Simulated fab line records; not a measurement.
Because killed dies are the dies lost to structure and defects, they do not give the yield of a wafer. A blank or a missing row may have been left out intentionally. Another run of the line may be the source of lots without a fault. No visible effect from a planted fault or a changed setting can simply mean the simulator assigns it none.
What tool caused it?	flow nandHarc	6 lots with 18 wafers sampled at 3 steps, on a route of 1302 steps

== WHAT THE GAUGES SHOWED, per wafer ==
NHARC_THIN_TSV_CD_MEAS_33: the cd target is 5000 nm.
lot	measured	on	cdNm (nm)
L764	day 24 18:14	cdSem-01	4999.5 4998.7 5001.0
L765	day 25 07:25	cdSem-02	5002.4 5000.5 5000.1
L770	day 30 15:13	cdSem-02	4999.8 4999.9 4999.5
L771	day 30 17:31	cdSem-01	5001.9 5001.7 5001.9
L773	day 30 20:08	cdSem-03	5000.7 5001.5 4999.9
L783	day 32 11:37	cdSem-02	4999.5 5000.6

== EACH LOT AND THE TOOL THAT RAN IT (in order: tool; ch and the chambers of the sampled wafers; start) ==
lot	NHARC_A_CONTACT_DEP_85	NHARC_THIN_TSV_DEP_43
L764	pecvd-03 ch 0,1, day 22 22:00	pecvd-02 ch 0,1,2, day 24 11:37
L765	pecvd-02 ch 0,1,2, day 23 14:46	pecvd-03 ch 0,2, day 25 00:49
L770	pecvd-03 ch 0,2, day 25 23:08	pecvd-03 ch 1,2, day 30 08:26
L771	pecvd-02 ch 0,2, day 26 12:18	pecvd-03 ch 0,1, day 30 10:48
L773	pecvd-04 ch 0,2, day 27 05:33	pecvd-03 ch 0,2, day 30 13:20
L783	pecvd-03 ch 1,2, day 30 13:34	pecvd-02 ch 1,2, day 32 04:55
- NHARC_A_CONTACT_DEP_85: deposits SiON, target thk 60 nm.
- NHARC_THIN_TSV_DEP_43: deposits SiO2, target thk 1328.5 nm.

== THE ANSWER, worked out from the rows above alone ==
Rule: the lots themselves supply what counts as usual. The widest of any qualifying gaps counts: lots, ordered by their means at a reading, are off when they make up no more than a third of the lots, leave a main group of 4 or more, and stand apart from it by 3 or more times the standard deviation of that group's means. Not used: any main group whose means are identical at the precision the tables above print for the reading. Also off: a lot with no number at a reading for which 4 or more lots have one. Any other lot the step has rows for is counted as sound.
Across all readings shown, no lot is off: no conclusion can be drawn from this.

== WHAT THE SIMULATOR PUT IN ==
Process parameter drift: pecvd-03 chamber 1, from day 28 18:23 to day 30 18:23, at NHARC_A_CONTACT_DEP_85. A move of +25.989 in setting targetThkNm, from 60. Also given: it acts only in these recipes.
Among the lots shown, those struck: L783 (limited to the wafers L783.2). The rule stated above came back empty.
